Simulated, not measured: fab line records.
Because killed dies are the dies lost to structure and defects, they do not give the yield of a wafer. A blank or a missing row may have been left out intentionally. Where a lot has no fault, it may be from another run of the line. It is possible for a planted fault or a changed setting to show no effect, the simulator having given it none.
Which tool is to blame? + flow nandHarc + 6 lots with 18 wafers sampled at 4 steps, on a route of 1302 steps

== WHAT EACH GAUGE READ, for each wafer ==
NHARC_END_SORT_01.
| lot  | measured     | on        | killedAtPeriphery |
|------|--------------|-----------|-------------------|
| L638 | day 24 15:46 | prober-01 | 4 3 4             |
| L653 | day 30 23:15 | prober-02 | 7                 |
| L655 | day 31 19:13 | prober-01 | 4 4 2             |

== WHICH TOOL RAN EACH LOT (tool, then ch and the chambers of the sampled wafers, then the start) ==
| lot  | NHARC_A_CONTACT_ETCH_131           | NHARC_THIN_TSV_PRE_CLEAN_50            | NHARC_THIN_TSV_PVD_51                  |
|------|------------------------------------|----------------------------------------|----------------------------------------|
| L638 | harCapEtch-03 ch 0,1, day 22 10:30 | pvdSputter-02, day 24 09:22 or earlier | pvdSputter-02, day 24 09:22 or earlier |
| L650 | harCapEtch-03 ch 0,1, day 27 07:04 | pvdSputter-01, day 29 07:59 or earlier | pvdSputter-01, day 29 07:59 or earlier |
| L653 | harCapEtch-03 ch 0,1, day 28 11:37 | pvdSputter-02, day 30 10:46 or earlier | pvdSputter-02, day 30 10:46 or earlier |
| L655 | harCapEtch-01 ch 0, day 29 13:33   | pvdSputter-03, day 31 11:59 or earlier | pvdSputter-03, day 31 11:59 or earlier |
| L658 | harCapEtch-01 ch 0,1, day 30 12:38 | pvdSputter-03, day 32 20:50 or earlier | pvdSputter-03, day 32 20:50 or earlier |
| L660 | harCapEtch-01 ch 0,1, day 31 08:23 | pvdSputter-01, day 33 07:24 or earlier | pvdSputter-01, day 33 07:24 or earlier |
- NHARC_A_CONTACT_ETCH_131: etches the open film in C4F8/O2/Ar, time 197 s, target depth 1918 nm.
- NHARC_THIN_TSV_PRE_CLEAN_50: time 30 s.
- NHARC_THIN_TSV_PVD_51: deposits Cu, target thk 100 nm.

== THE ANSWER, worked out from the rows above alone ==
Rule: what is usual is taken from the lots themselves. Put in order of their means at a reading, lots are off if they are a third of the lots or fewer, leave a main group of 4 or more, and stand apart from it by a gap of 3 or more times the standard deviation of the main group's means; of several such gaps the widest counts. Not used: any main group whose means are identical at the precision the tables above print for the reading. A lot without any number at a reading at which 4 lots or more have one is off too. All remaining lots with rows at the step are treated as sound.
Nothing can be told from this: no lot is off at any reading shown.

== WHAT WAS PUT IN BY THE SIMULATOR ==
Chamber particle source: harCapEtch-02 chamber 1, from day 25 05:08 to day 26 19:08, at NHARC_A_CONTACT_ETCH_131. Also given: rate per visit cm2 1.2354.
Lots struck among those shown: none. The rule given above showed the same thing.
